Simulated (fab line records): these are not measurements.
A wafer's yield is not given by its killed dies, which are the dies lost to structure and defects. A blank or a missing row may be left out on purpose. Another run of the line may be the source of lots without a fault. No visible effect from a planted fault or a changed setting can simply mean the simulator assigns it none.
Lot-split experiment	flow n5-finfet	21 wafers read across 7 lots, on a route 1938 steps long

THE SPLIT
At N5_BEOL_M11_PECVD_70 (deposits SiO2 from TEOS/O2, target thk 20 nm, time 22.7 s), the setting time-s was moved away from the recipe's 22.7 s on 5 of the 21 wafers read, by -13.6% to +9.5%. For the rest of the wafers, this setting stayed at what the recipe calls for.

The reading comes from the split's own step.

THE READING
SiO2_of_BEOL_M11_PECVD_70.thk-nm (the simulator's own value, which no gauge read), in nm, at N5_BEOL_M11_PECVD_70 (deposits SiO2 from TEOS/O2, target thk 20 nm, time 22.7 s). There is no usual value for it anywhere in the file. Here, 16 wafers ran the recipe; their average is 19.9 nm with a standard deviation of 0.33 nm.

wafer	tool, chamber at the split	time-s as run, s	against the recipe	SiO2_of_BEOL_M11_PECVD_70.thk-nm, nm	against lot-mates on the recipe
L077.2	pecvd-03, 0	22.7	recipe	20	-
L077.3	pecvd-03, 2	19.61	-13.6%	17	-3.0
L077.6	pecvd-03, 0	19.61	-13.6%	17.2	-2.8
L075.2	pecvd-03, 0	22.7	recipe	19.6	-
L075.4	pecvd-03, 1	22.7	recipe	20	-
L075.6	pecvd-03, 0	22.7	recipe	19.8	-
L085.3	pecvd-04, 1,2	22.7	recipe	20.2	-
L085.4	pecvd-04, 1,2	22.7	recipe	20.2	-
L085.6	pecvd-04, 1	23.65	+4.2%	21.2	+1.0
L087.2	pecvd-04, 0	22.7	recipe	19.8	-
L087.3	pecvd-04, 2	22.7	recipe	19.6	-
L087.6	pecvd-04, 0	22.7	recipe	20.4	-
L090.2	pecvd-01, 2	22.7	recipe	19.4	-
L090.5	pecvd-01, 2	22.7	recipe	19.8	-
L090.6	pecvd-01, 1	24.85	+9.5%	21.8	+2.2
L094.2	pecvd-01, 0	22.7	recipe	19.4	-
L094.3	pecvd-01, 1	22.7	recipe	19.6	-
L094.6	pecvd-01, 1	22.7	recipe	20	-
L096.1	pecvd-04, 0	20.73	-8.7%	18.6	-1.8
L096.2	pecvd-04, 1,0	22.7	recipe	20.4	-
L096.4	pecvd-04, 1,0	22.7	recipe	20.4	-
Where a row lists several chambers, the file gives one row for several wafers and doesn't say which wafer went through which chamber.

FIT RESULTS
A straight line over all 21 wafers: SiO2_of_BEOL_M11_PECVD_70.thk-nm changes by +0.203 nm for each +1% of time-s; r = +0.95; the points scatter about the line by 0.34 nm.
The same after taking each lot's own level away (the mean of its wafers on the recipe; 21 wafers): +0.217 nm for each +1%; r = +0.99; scatter 0.2 nm.
On that fit, the largest move of time-s shifts the reading by 3 nm.
From 19.60 to 20.40 nm: that is the span of the lots' own levels, equal to 2.4 times the standard deviation above.
The two slopes are in agreement: the lot-to-lot level therefore moves the slope only a little.
Check: -2.9 nm against its lot-mates is what the line predicts for one of the wafers moved furthest among these (-13.6%) when that wafer is left out of the fit. It came out at -3 nm against them.

THE FILE'S OWN FIT
SiO2_of_BEOL_M11_PECVD_70.thk-nm changes by +0.218 nm for each +1% of time-s, r = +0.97.
